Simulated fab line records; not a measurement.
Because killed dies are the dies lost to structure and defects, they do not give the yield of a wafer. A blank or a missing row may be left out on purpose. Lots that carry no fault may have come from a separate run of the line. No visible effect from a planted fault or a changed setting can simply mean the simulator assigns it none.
Which of the tools did it? + flow nand harc + 18 wafers from 6 lots sampled at 3 of the route's 1302 steps

WHAT THE GAUGES READ, wafer by wafer
NHARC_END_SORT_01.
| lot  | measured     | on        | killed at periphery |
|------|--------------|-----------|---------------------|
| L122 | day 27 20:34 | prober-01 | 4 4 2               |
| L138 | day 33 18:53 | prober-02 | 3 1 4               |

WHAT TOOL EACH LOT RAN ON (gives the tool, then ch and the chambers of the sampled wafers, and finally the start)
| lot  | NHARC_P_BONDPAD_ETCH_12            | NHARC_P_BONDPAD_PVD_27                  |
|------|------------------------------------|-----------------------------------------|
| L119 | rie diel-03 ch 0,1,2, day 8 02:00  | pvd sputter-01, day 8 04:10 or earlier  |
| L122 | rie diel-13 ch 0,1,2, day 9 10:20  | pvd sputter-01, day 9 12:31 or earlier  |
| L132 | rie diel-03 ch 0,1,3, day 13 13:34 | pvd sputter-02, day 13 15:43 or earlier |
| L134 | rie diel-13 ch 0,1,3, day 14 13:47 | pvd sputter-01, day 14 16:08 or earlier |
| L136 | rie diel-08 ch 1,2,3, day 15 03:28 | pvd sputter-03, day 15 05:38 or earlier |
| L138 | rie diel-13 ch 0,2,3, day 16 02:01 | pvd sputter-01, day 16 04:30 or earlier |
- NHARC_P_BONDPAD_ETCH_12: etches the open film in CHF3/O2, target depth 200 nm, time 100 s.
- NHARC_P_BONDPAD_PVD_27: deposits Cu, target thk 30 nm, time 20.49 s.

THE ANSWER, worked out from the rows above alone
Rule: the usual values come from the lots themselves. Put in order of their means at a reading, lots are off if they are a third of the lots or fewer, leave a main group of 4 or more, and stand apart from it by a gap of 3 or more times the standard deviation of the main group's means; of several such gaps the widest counts. A main group whose means are all the same, to the digits that the tables above print for the reading, isn't used. A lot without any number at a reading at which 4 lots or more have one is off too. All remaining lots with rows at the step are treated as sound.
No lot is off at any reading shown: from this, nothing can be told.

WHAT WAS PUT IN BY THE SIMULATOR
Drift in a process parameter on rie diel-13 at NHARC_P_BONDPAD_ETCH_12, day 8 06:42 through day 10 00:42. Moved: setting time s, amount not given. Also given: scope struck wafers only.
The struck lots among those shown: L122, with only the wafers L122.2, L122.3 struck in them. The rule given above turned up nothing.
